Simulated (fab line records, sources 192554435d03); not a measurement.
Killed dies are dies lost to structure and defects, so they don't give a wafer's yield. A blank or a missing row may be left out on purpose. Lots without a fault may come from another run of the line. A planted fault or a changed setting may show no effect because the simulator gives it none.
Chamber matching | flow n5_finfet | N5_BEOL_M13_ETCH_68 on rie_diel-01: 4 sister chambers
The step etches SOC in N2/H2, time 355 s. 16 wafers are shown with their chamber, then 8 later ones without.

WAFERS WITH THEIR CHAMBER
wafer  | chamber | showerhead_plenum_p_Torr (Torr) | drypump_motor_current_A (A) | throttle_valve_pct (%)
L075.2 | 3       | 2.47                            | 6.0                         | 17.79
L075.4 | 1       | 2.53                            | 6.3                         | 17.83
L075.6 | 3       | 2.47                            | 6.0                         | 17.80
L076.1 | 2       | 2.69                            | 6.4                         | 18.07
L076.4 | 3       | 2.47                            | 6.0                         | 17.80
L076.6 | 2       | 2.69                            | 6.4                         | 18.06
L080.1 | 0       | 2.44                            | 6.6                         | 18.14
L080.2 | 1       | 2.52                            | 6.2                         | 17.86
L080.5 | 3       | 2.47                            | 6.0                         | 17.81
L084.3 | 3       | 2.47                            | 6.0                         | 17.81
L084.5 | 1       | 2.52                            | 6.3                         | 17.86
L084.6 | 0       | 2.44                            | 6.6                         | 18.12
L086.2 | 2       | 2.69                            | 6.4                         | 18.10
L086.3 | 0       | 2.44                            | 6.6                         | 18.15
L086.6 | 2       | 2.69                            | 6.4                         | 18.09
L085.3 | 3       | 2.46                            | 6.0                         | 17.83

SIGNATURES (means of the wafers above)
reading                  | chamber 0 | chamber 1 | chamber 2 | chamber 3 | scatter within a chamber
showerhead_plenum_p_Torr | 2.4400    | 2.5233    | 2.6900    | 2.4683    | 0.00354
drypump_motor_current_A  | 6.600     | 6.267     | 6.400     | 6.000     | 0.0236
throttle_valve_pct       | 18.1367   | 17.8500   | 18.0800   | 17.8067   | 0.0158
Rule: a wafer's distance from a chamber is the root of the sum, over the readings, of the square of ((its reading less the chamber's mean) divided by the reading's scatter). The wafer belongs to the nearest chamber; if the next one is less than 2 further off, it can't be placed. The scatter: the root of (the sum of the squares of (reading less its chamber's mean) over the shown wafers, divided by (wafers less chambers)).

WAFERS WITHOUT THEIR CHAMBER
wafer  | showerhead_plenum_p_Torr (Torr) | drypump_motor_current_A (A) | throttle_valve_pct (%)
L085.4 | 2.44                            | 6.7                         | 18.16
L085.6 | 2.44                            | 6.7                         | 18.15
L088.3 | 2.52                            | 6.3                         | 17.88
L088.5 | 2.43                            | 6.6                         | 18.15
L088.6 | 2.52                            | 6.3                         | 17.89
L079.1 | 2.43                            | 6.6                         | 18.19
L079.2 | 2.51                            | 6.3                         | 17.90
L079.6 | 2.43                            | 6.6                         | 18.18

WHICH CHAMBER EACH WENT THROUGH
wafer  | from the rows above | in truth
L085.4 | 0                   | 0
L085.6 | 0                   | 0
L088.3 | 1                   | 1
L088.5 | 0                   | 0
L088.6 | 1                   | 1
L079.1 | 0                   | 0
L079.2 | 1                   | 1
L079.6 | 0                   | 0
Placed correctly: 8 of 8. Can't be placed from these rows: 0. Placed wrongly: 0.
